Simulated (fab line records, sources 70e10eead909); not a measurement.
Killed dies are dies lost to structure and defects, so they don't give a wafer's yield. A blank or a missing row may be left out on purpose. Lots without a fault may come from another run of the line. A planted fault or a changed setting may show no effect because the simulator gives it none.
Which tool did it? | flow nand_harc | 6 lots, 18 wafers sampled, at 3 steps of a route of 1159

WHAT THE GAUGES READ, wafer by wafer
NHARC_P_GATE_CD_MEAS_59: target cd 720 nm.
lot  | measured     | on        | cd_nm (nm)
L171 | day 5 18:23  | cd_sem-03 | 717.8 718.5 720.2
L172 | day 6 00:45  | cd_sem-01 | 716.3 718.9 719.3
L175 | day 6 10:39  | cd_sem-01 | 719.6 717.6 718.3
L176 | day 7 03:50  | cd_sem-02 | 719.2 720.9 720.8
L180 | day 7 15:38  | cd_sem-01 | - - -
L192 | day 10 14:05 | cd_sem-02 | 723.4 720.7 721.2

WHICH TOOL RAN EACH LOT (tool, then ch and the chambers of the sampled wafers, then the start)
lot  | NHARC_P_GATE_ETCH_104             | NHARC_P_GATE_EXPOSE_56
L171 | rie_diel-03 ch 0,1,3, day 5 04:55 | krf_scanner-03 ch 0, day 5 18:13
L172 | rie_diel-09 ch 0,2,3, day 5 08:19 | krf_scanner-04 ch 0, day 6 00:36
L175 | rie_diel-09 ch 0,2,3, day 5 21:04 | krf_scanner-02 ch 0, day 6 10:30
L176 | rie_diel-01 ch 1,2,3, day 6 12:12 | krf_scanner-04 ch 0, day 7 03:41
L180 | rie_diel-09 ch 1,3, day 7 01:00   | krf_scanner-04 ch 0, day 7 15:29
L192 | rie_diel-01 ch 0,2, day 10 00:26  | krf_scanner-04 ch 0, day 10 13:55
- NHARC_P_GATE_ETCH_104: etches the open film in CF4/CHF3, target depth 60 nm.
- NHARC_P_GATE_EXPOSE_56: exposes mask P PSD, target cd 720 nm.

THE ANSWER, worked out from the rows above alone
Rule: what is usual is taken from the lots themselves. Put in order of their means at a reading, lots are off if they are a third of the lots or fewer, leave a main group of 4 or more, and stand apart from it by a gap of 3 or more times the standard deviation of the main group's means; of several such gaps the widest counts. A main group whose means are all the same, to the digits that the tables above print for the reading, isn't used. A lot without any number at a reading at which 4 lots or more have one is off too. The other lots that the step has rows for count as sound.
Off: L180, at NHARC_P_GATE_CD_MEAS_59 (cd_nm). Without a number there: L180. The main group: mean 719.5 nm, standard deviation 1.3.
A tool fits if, at a process step before that reading, it ran every lot that is off, and no sound lot after the first of them. The gauges at NHARC_P_GATE_CD_MEAS_59 are tried like those tools. Can't be told from this: 2 tools fit, rie_diel-09 at NHARC_P_GATE_ETCH_104, cd_sem-01 at NHARC_P_GATE_CD_MEAS_59.

WHAT THE SIMULATOR HAD PUT IN
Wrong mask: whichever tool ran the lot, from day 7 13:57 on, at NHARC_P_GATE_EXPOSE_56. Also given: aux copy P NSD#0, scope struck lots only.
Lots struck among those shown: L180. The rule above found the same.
